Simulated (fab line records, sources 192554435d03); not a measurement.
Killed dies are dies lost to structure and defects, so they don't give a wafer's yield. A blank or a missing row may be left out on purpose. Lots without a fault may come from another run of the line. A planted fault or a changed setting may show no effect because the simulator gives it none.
Which tool did it? | flow n5_finfet | 10 lots, 30 wafers sampled, at 5 steps of a route of 1938

WHAT THE GAUGES READ, wafer by wafer
N5_MOL_CONTACT_COAG_OVL_MEAS_85. Usual: VG_OVL 0.0 nm, standard deviation 0.71.
lot  | measured     | on         | VG_OVL (nm)    | flag
L209 | day 5 09:32  | overlay-02 | -0.1 0.9 0.1   |
L213 | day 6 08:41  | overlay-02 | -0.4 -0.7 -1.0 |
L215 | day 6 21:15  | overlay-02 | -0.9 0.1 -0.7  |
L218 | day 7 20:47  | overlay-02 | 0.5 0.5 -1.1   |
L221 | day 8 07:40  | overlay-02 | -0.5 0.8 0.5   |
L222 | day 8 18:13  | overlay-02 | 0.5 -0.5 0.1   |
L223 | day 8 21:11  | overlay-02 | -0.7 0.1 -1.1  |
L229 | day 10 09:01 | overlay-01 | 0.9 1.1 0.4    |
L230 | day 10 14:49 | overlay-02 | 0.1 -1.2 0.4   |
L231 | day 10 21:51 | overlay-01 | 1.4 0.9 0.6    |

N5_BEOL_M4_RC_MEAS_101. Usual: DIBL_N 36.1 mV/V, standard deviation 2.5; DIBL_P 36 mV/V, standard deviation 3.3; IOFF_N 0.16 nA/um, standard deviation 0.046; IOFF_P 0.20 nA/um, standard deviation 0.051; ION_N 676 uA/um, standard deviation 16; ION_P 462 uA/um, standard deviation 11; SS_N 71.6 mV/dec, standard deviation 0.87; SS_P 73.2 mV/dec, standard deviation 0.86; VT_N 251 mV, standard deviation 4.4; VT_P -252 mV, standard deviation 4.6.
lot  | measured     | on        | DIBL_N (mV/V)  | DIBL_P (mV/V) | IOFF_N (nA/um) | IOFF_P (nA/um) | ION_N (uA/um) | ION_P (uA/um) | SS_N (mV/dec)  | SS_P (mV/dec)  | VT_N (mV)   | VT_P (mV)      | flag
L209 | day 9 00:22  | prober-02 | 39.6 32.8 35.8 | 40 33 34      | 0.22 0.11 0.17 | 0.24 0.14 0.17 | 684 672 671   | 462 458 455   | 72.7 70.8 72.8 | 74.3 72.5 72.4 | 247 257 255 | -252 -255 -253 |
L213 | day 10 11:51 | prober-01 | 30.8 40.7 33.8 | 30 41 34      | 0.09 0.24 0.12 | 0.15 0.31 0.19 | 661 677 672   | 461 462 464   | 69.9 73.5 71.3 | 72.2 75.1 72.9 | 257 246 254 | -253 -247 -251 |
L215 | day 10 19:55 | prober-01 | 33.5 36.6 35.9 | 33 37 36      | 0.12 0.17 0.15 | 0.16 0.22 0.19 | 688 677 699   | 473 462 472   | 70.3 72.3 71.2 | 72.1 73.1 72.9 | 253 247 251 | -253 -251 -251 |
L218 | day 12 02:23 | prober-02 | 36.7 36.9 33.7 | 35 36 34      | 0.16 0.16 0.12 | 0.22 0.22 0.19 | 694 689 669   | 474 472 471   | 71.3 72.2 71.1 | 73.3 73.1 72.6 | 246 250 254 | -247 -249 -251 |
L221 | day 12 11:47 | prober-01 | 37.9 32.9 34.2 | 39 34 35      | 0.20 0.12 0.15 | 0.21 0.15 0.17 | 692 668 681   | 461 452 455   | 72.2 70.1 70.8 | 73.8 73.0 72.6 | 244 252 246 | -251 -255 -253 |
L222 | day 13 06:30 | prober-01 | 37.8 40.8 38.4 | 36 43 39      | 0.21 0.28 0.24 | 0.19 0.33 0.24 | 676 710 706   | 452 485 474   | 73.2 72.2 72.7 | 72.3 74.8 72.9 | 247 242 243 | -250 -241 -245 |
L223 | day 13 13:56 | prober-01 | 38.2 36.2 39.5 | 38 35 38      | 0.15 0.12 0.17 | 0.16 0.13 0.16 | 668 678 655   | 448 449 434   | 72.4 72.2 73.1 | 74.4 73.6 74.2 | 252 256 251 | -260 -260 -260 |
L229 | day 14 23:05 | prober-02 | 38.2 38.2 37.5 | 38 39 38      | 0.19 0.19 0.18 | 0.24 0.26 0.24 | 660 679 692   | 462 471 474   | 72.5 72.5 71.3 | 73.5 74.0 73.4 | 248 249 246 | -243 -247 -245 |
L230 | day 15 02:44 | prober-01 | 40.5 39.1 35.2 | 40 40 34      | 0.22 0.21 0.11 | 0.27 0.30 0.19 | 656 690 630   | 451 481 447   | 73.0 72.1 70.9 | 73.8 74.3 72.7 | 252 248 256 | -249 -245 -251 |
L231 | day 14 08:28 | prober-02 | 33.5 37.8 37.6 | 32 38 38      | 0.12 0.20 0.18 | 0.16 0.27 0.26 | 678 695 696   | 463 481 482   | 70.9 72.0 71.1 | 72.3 74.1 73.7 | 252 245 247 | -254 -243 -245 |

WHICH TOOL RAN EACH LOT (tool, then ch and the chambers of the sampled wafers, then the start)
lot  | N5_MOL_CONTACT_COAG_ALD_123       | N5_MOL_CONTACT_COAG_COAT_77       | N5_MOL_CONTACT_COAG_DESCUM_88
L209 | ald_sin-04 ch 1,2, day 5 08:40    | litho_track-05 ch 0, day 5 09:13  | rie_diel-05 ch 1,2, day 5 09:37
L213 | ald_sin-04 ch 1,2,3, day 6 07:41  | litho_track-05 ch 0, day 6 08:15  | rie_diel-05 ch 0,2,3, day 6 08:47
L215 | ald_sin-02 ch 1,2, day 6 20:13    | litho_track-01 ch 0, day 6 20:48  | rie_diel-02 ch 2,3, day 6 21:22
L218 | ald_sin-01 ch 0,1, day 7 19:48    | litho_track-03 ch 0, day 7 20:22  | rie_diel-02 ch 0,1,3, day 7 20:59
L221 | ald_sin-01 ch 0,1,2, day 8 06:40  | litho_track-05 ch 0, day 8 07:14  | rie_diel-05 ch 0,1,2, day 8 07:46
L222 | ald_sin-02 ch 0,1,2, day 8 17:13  | litho_track-05 ch 0, day 8 17:47  | rie_diel-02 ch 0,1,3, day 8 18:19
L223 | ald_sin-02 ch 0,1, day 8 20:19    | litho_track-05 ch 0, day 8 20:53  | rie_diel-03 ch 1,3, day 8 21:52
L229 | ald_sin-04 ch 0,2,3, day 10 08:09 | litho_track-03 ch 0, day 10 08:43 | rie_diel-02 ch 0,2,3, day 10 09:07
L230 | ald_sin-04 ch 1,2,3, day 10 13:49 | litho_track-01 ch 0, day 10 14:23 | rie_diel-02 ch 0,1,2, day 10 15:14
L231 | ald_sin-02 ch 0,2,3, day 10 20:58 | litho_track-01 ch 0, day 10 21:32 | rie_diel-02 ch 0,2,3, day 10 23:25
- N5_MOL_CONTACT_COAG_ALD_123: deposits SiNx, target thk 5 nm, pulse time 1 s, purge time 2 s.
- N5_MOL_CONTACT_COAG_COAT_77: time 60 s, resist thk 10 nm.
- N5_MOL_CONTACT_COAG_DESCUM_88: chemistry O2, time 7 s.

WHAT THE TOOLS THEMSELVES READ (means of the sampled wafers that have a number; where no wafer has one, the mark that the record gives instead)
N5_MOL_CONTACT_COAG_ALD_123. Usual: heater_power_w 815 W, standard deviation 50; precursor_pulse_height_rel 1.002, standard deviation 0.02.
lot  | tool       | heater_power_w (W) | precursor_pulse_height_rel | flag
L209 | ald_sin-04 | 786                | 1.011                      |
L213 | ald_sin-04 | 794                | 0.987                      |
L215 | ald_sin-02 | 771                | 0.990                      |
L218 | ald_sin-01 | 824                | 1.006                      |
L221 | ald_sin-01 | 802                | 0.996                      |
L222 | ald_sin-02 | 796                | 1.023                      |
L223 | ald_sin-02 | 815                | 1.011                      |
L229 | ald_sin-04 | 812                | 0.999                      |
L230 | ald_sin-04 | 782                | 0.994                      |
L231 | ald_sin-02 | 819                | 0.997                      |

N5_MOL_CONTACT_COAG_COAT_77. Usual: spin_speed_rpm 1499.9 rpm, standard deviation 0.91.
lot  | tool           | spin_speed_rpm (rpm) | flag
L209 | litho_track-05 | 1499.9               |
L213 | litho_track-05 | 1500.8               |
L215 | litho_track-01 | 1500.5               |
L218 | litho_track-03 | 1499.6               |
L221 | litho_track-05 | 1533.1               | OFF
L222 | litho_track-05 | 1533.8               | OFF
L223 | litho_track-05 | 1533.8               | OFF
L229 | litho_track-03 | 1500.2               |
L230 | litho_track-01 | 1499.5               |
L231 | litho_track-01 | 1500.4               |

N5_MOL_CONTACT_COAG_DESCUM_88. Usual: drypump_motor_current_A 5.7 A, standard deviation 0.4; oes_product_au 0.81 a.u., standard deviation 0.088; rf_vpp_V 243.7 V, standard deviation 1.5; showerhead_plenum_p_Torr 2.13 Torr, standard deviation 0.072; throttle_valve_pct 20.49 %, standard deviation 0.23.
lot  | tool        | drypump_motor_current_A (A) | oes_product_au (a.u.) | rf_vpp_V (V) | showerhead_plenum_p_Torr (Torr) | throttle_valve_pct (%) | flag
L209 | rie_diel-05 | 6.4                         | 0.91                  | 242.2        | 2.05                            | 20.48                  |
L213 | rie_diel-05 | 5.9                         | 0.78                  | 244.2        | 2.14                            | 20.58                  |
L215 | rie_diel-02 | 5.5                         | 0.80                  | 243.3        | 2.13                            | 20.48                  |
L218 | rie_diel-02 | 5.7                         | 0.83                  | 243.8        | 2.13                            | 20.50                  |
L221 | rie_diel-05 | 6.1                         | 0.81                  | 242.7        | 2.08                            | 20.44                  |
L222 | rie_diel-02 | 5.7                         | 0.81                  | 244.1        | 2.13                            | 20.50                  |
L223 | rie_diel-03 | 5.7                         | 0.85                  | 243.8        | 2.15                            | 20.57                  |
L229 | rie_diel-02 | 5.8                         | 0.79                  | 244.3        | 2.14                            | 20.55                  |
L230 | rie_diel-02 | 5.7                         | 0.84                  | 245.1        | 2.19                            | 20.39                  |
L231 | rie_diel-02 | 5.8                         | 0.78                  | 244.8        | 2.14                            | 20.57                  |

THE ANSWER, worked out from the rows above alone
Rule: a lot is off if the mean of its wafers that have a number lies more than 3 standard deviations from the usual mean. A lot without any number at a reading at which 4 lots or more have one is off too. The other lots that the step has rows for count as sound. The gauges are gone through in route order, then the tools' own readings, and for those a lot's mean is taken as printed above. The first step at which some lot is off is used, and at that step the reading that is off furthest; a lot without a number counts as furthest.
Off: L221, L222, L223, at N5_MOL_CONTACT_COAG_COAT_77 (spin_speed_rpm).
A tool fits if, at that step or a process step before it, it ran every lot that is off, and no sound lot after the first of them. One fits: litho_track-05 at N5_MOL_CONTACT_COAG_COAT_77. Its last sound lot is L213 (day 6 08:15), its first lot that is off L221 (day 8 07:14): a fault that began between those two fits.
The tool's own readings at N5_MOL_CONTACT_COAG_COAT_77 bear it out: on the lots that are off they differ by more than 5 times the standard deviation of the sound lots' means. spin_speed_rpm reads 1533.6 rpm there against 1500.1 rpm on the sound lots.

WHAT THE SIMULATOR HAD PUT IN
Process parameter drift: litho_track-05, from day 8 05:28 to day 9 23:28, at N5_MOL_CONTACT_COAG_COAT_77. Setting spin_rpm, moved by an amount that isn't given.
Lots struck among those shown: L221, L222, L223. The rule above found the same.
